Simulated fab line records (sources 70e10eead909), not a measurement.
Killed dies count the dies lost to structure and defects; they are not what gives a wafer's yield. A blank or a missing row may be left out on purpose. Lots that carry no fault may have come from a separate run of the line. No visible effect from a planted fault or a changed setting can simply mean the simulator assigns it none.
Which tool was responsible? | flow nand harc | 6 lots, 18 wafers sampled, at 3 steps of a route of 1159

== WHAT EACH GAUGE READ, for each wafer ==
NHARC_P_GATE_CD_MEAS_11: target cd 1640 nm.
lot  | measured    | on        | cd nm (nm)
L162 | day 4 07:19 | cd sem-03 | 1639.7 1639.9 1643.7
L164 | day 4 20:33 | cd sem-01 | 1640.1 1639.7 1640.8
L177 | day 7 23:40 | cd sem-01 | 1636.5 1636.9 1637.0
L180 | day 8 22:07 | cd sem-01 | 1642.0 1643.0 1640.1
L182 | day 9 05:55 | cd sem-02 | 1639.9 1637.9 1639.7
L184 | day 9 21:43 | cd sem-01 | 1638.3 1639.1 1642.4

== WHAT TOOL EACH LOT RAN ON (gives the tool, then ch and the chambers of the sampled wafers, and finally the start) ==
lot  | NHARC_P_ZERO_WELL_DESCUM_39       | NHARC_P_GATE_EXPOSE_08
L162 | rie diel-13 ch 0,1,2, day 1 22:39 | krf scanner-03 ch 0, day 4 07:09
L164 | rie diel-13 ch 0,1,3, day 2 10:17 | krf scanner-03 ch 0, day 4 20:24
L177 | rie diel-12 ch 1,2,3, day 5 16:18 | krf scanner-04 ch 0, day 7 23:31
L180 | rie diel-13 ch 1,2,3, day 6 10:23 | krf scanner-03 ch 0, day 8 21:57
L182 | rie diel-09 ch 1,2, day 6 22:17   | krf scanner-04 ch 0, day 9 05:46
L184 | rie diel-09 ch 1,3, day 7 10:16   | krf scanner-03 ch 0, day 9 21:34
- NHARC_P_ZERO_WELL_DESCUM_39: chemistry O2, time 3 s.
- NHARC_P_GATE_EXPOSE_08: exposes mask P HV.

== THE ANSWER, worked out from the rows above alone ==
Rule: the lots themselves supply what counts as usual. Put in order of their means at a reading, lots are off if they are a third of the lots or fewer, leave a main group of 4 or more, and stand apart from it by a gap of 3 or more times the standard deviation of the main group's means; of several such gaps the widest counts. If all means in a main group match to the digits the tables above print for the reading, that group is not used. A lot without any number at a reading at which 4 lots or more have one is off too. Where the step has rows for the other lots, those lots are counted as sound.
Nothing can be told from this: no lot is off at any reading shown.

== WHAT HAD BEEN PUT IN BY THE SIMULATOR ==
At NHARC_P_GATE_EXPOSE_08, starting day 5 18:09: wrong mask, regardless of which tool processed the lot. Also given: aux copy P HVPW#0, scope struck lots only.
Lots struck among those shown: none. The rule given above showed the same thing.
